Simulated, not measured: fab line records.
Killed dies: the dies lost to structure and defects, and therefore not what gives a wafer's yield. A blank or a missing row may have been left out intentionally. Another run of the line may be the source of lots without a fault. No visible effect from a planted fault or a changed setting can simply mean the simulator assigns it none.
Chamber matching    flow n5_finfet    4 sister chambers for N5_BEOL_M0_SAQP_DESCUM_45 on rie_diel-01
The step chemistry O2, time 7 s. 8 wafers are shown with their chamber, then 12 later ones without.

## WAFERS PAIRED WITH THEIR CHAMBERS
wafer   chamber  showerhead_plenum_p_Torr (Torr)  throttle_valve_pct (%)
L079.3  3        2.07                             20.51
L081.2  3        2.07                             20.51
L081.4  2        2.13                             20.22
L083.5  1        2.23                             19.94
L083.6  0        2.10                             20.06
L087.1  0        2.09                             20.10
L087.2  1        2.23                             19.97
L087.3  2        2.12                             20.25

## WAFERS WITHOUT THEIR CHAMBER
wafer   showerhead_plenum_p_Torr (Torr)  throttle_valve_pct (%)
L087.4  2.07                             20.07
L087.5  2.12                             20.25
L087.6  2.23                             19.95
L090.3  2.07                             20.06
L090.4  2.23                             19.98
L090.6  2.09                             20.09
L088.2  2.12                             20.25
L088.3  2.23                             19.98
L088.5  2.12                             20.25
L095.2  2.11                             20.29
L095.3  2.06                             20.07
L095.4  2.22                             19.98

## EACH ONE'S CHAMBER
wafer    from the rows above   in truth
L087.4   0                     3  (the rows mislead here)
L087.5   2                     2
L087.6   1                     1
L090.3   0                     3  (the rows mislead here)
L090.4   1                     1
L090.6   0                     0
L088.2   2                     2
L088.3   1                     1
L088.5   2                     2
L095.2   2                     2
L095.3   0                     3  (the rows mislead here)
L095.4   1                     1
Correctly placed: 9 of 12. Not placeable from these rows: 0. Placed wrongly: 3.
How it was worked out, from the rows above alone: a wafer's distance from a chamber is the root of the sum, over the readings, of the square of ((its reading less the chamber's mean) divided by the reading's scatter). The wafer belongs to the nearest chamber; if the next one is less than 2 further off, it can't be placed. For every chamber, the mean is computed from those of its wafers that are shown. How the scatter is found: for the shown wafers, subtract from each reading the mean of its chamber, square and add these, divide the total by (wafers less chambers), then take the root.
